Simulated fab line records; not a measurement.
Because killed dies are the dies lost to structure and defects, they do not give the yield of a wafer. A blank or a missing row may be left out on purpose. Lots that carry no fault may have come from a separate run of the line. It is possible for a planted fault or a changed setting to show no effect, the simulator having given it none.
What tool caused it?    flow nand_harc    Sampling: 6 lots, 18 wafers, 5 of 1302 route steps

== WHAT THE GAUGES SHOWED, per wafer ==
NHARC_END_SORT_01.
lot    measured    on    killed_at_array

== TOOL THAT RAN EACH LOT (tool first, then ch and the chambers of the sampled wafers, then the start) ==
lot   NHARC_A_STAIRCASE_ETCH_453          NHARC_A_M1_DEP_33                NHARC_A_BONDPAD_DESCUM_11           NHARC_THIN_TSV_CMP_01
L607  rie_diel-07 ch 1,2,3, day 17 21:50  pecvd-03 ch 0,1,2, day 23 17:23  rie_diel-06 ch 0,1,3, day 23 19:16  cmp-02 ch 0,1,2, day 24 09:56
L610  rie_diel-07 ch 1,2, day 19 01:38    pecvd-04 ch 0,1,2, day 24 20:56  rie_diel-05 ch 0,1,3, day 24 22:52  cmp-02 ch 2,3, day 25 14:03
L617  rie_diel-08 ch 0,1,2, day 21 12:42  pecvd-03 ch 0,1,2, day 27 03:25  rie_diel-05 ch 2,3, day 27 05:24    cmp-02 ch 0,1,3, day 27 19:40
L624  rie_diel-07 ch 1,2, day 24 15:37    pecvd-03 ch 0,1,2, day 30 14:09  rie_diel-05 ch 1,2,3, day 30 16:02  cmp-03 ch 0,1,2, day 31 05:20
L625  rie_diel-07 ch 1,2,3, day 25 15:22  pecvd-02 ch 0,1, day 31 10:38    rie_diel-11 ch 0,1,2, day 31 12:28  cmp-03 ch 0,2,3, day 32 04:40
L627  rie_diel-06 ch 2,3, day 26 01:11    pecvd-03 ch 0,1,2, day 31 22:42  rie_diel-05 ch 0,2,3, day 32 00:33  cmp-03 ch 0,1, day 32 14:29
- NHARC_A_STAIRCASE_ETCH_453: etches the open film in CF4/O2, target depth 30 nm, overetch 3 nm, time 16.5 s.
- NHARC_A_M1_DEP_33: deposits SiCN, target thk 30 nm.
- NHARC_A_BONDPAD_DESCUM_11: chemistry O2, time 3 s.
- NHARC_THIN_TSV_CMP_01: polishes.

== THE ANSWER, worked out from the rows above alone ==
Rule: the usual values come from the lots themselves. The widest of any qualifying gaps counts: lots, ordered by their means at a reading, are off when they make up no more than a third of the lots, leave a main group of 4 or more, and stand apart from it by 3 or more times the standard deviation of that group's means. A main group is skipped when, at the precision printed for the reading in the tables above, its means are all equal. A lot without any number at a reading at which 4 lots or more have one is off too. Where the step has rows for the other lots, those lots are counted as sound.
Across all readings shown, no lot is off: no conclusion can be drawn from this.

== WHAT HAD BEEN PUT IN BY THE SIMULATOR ==
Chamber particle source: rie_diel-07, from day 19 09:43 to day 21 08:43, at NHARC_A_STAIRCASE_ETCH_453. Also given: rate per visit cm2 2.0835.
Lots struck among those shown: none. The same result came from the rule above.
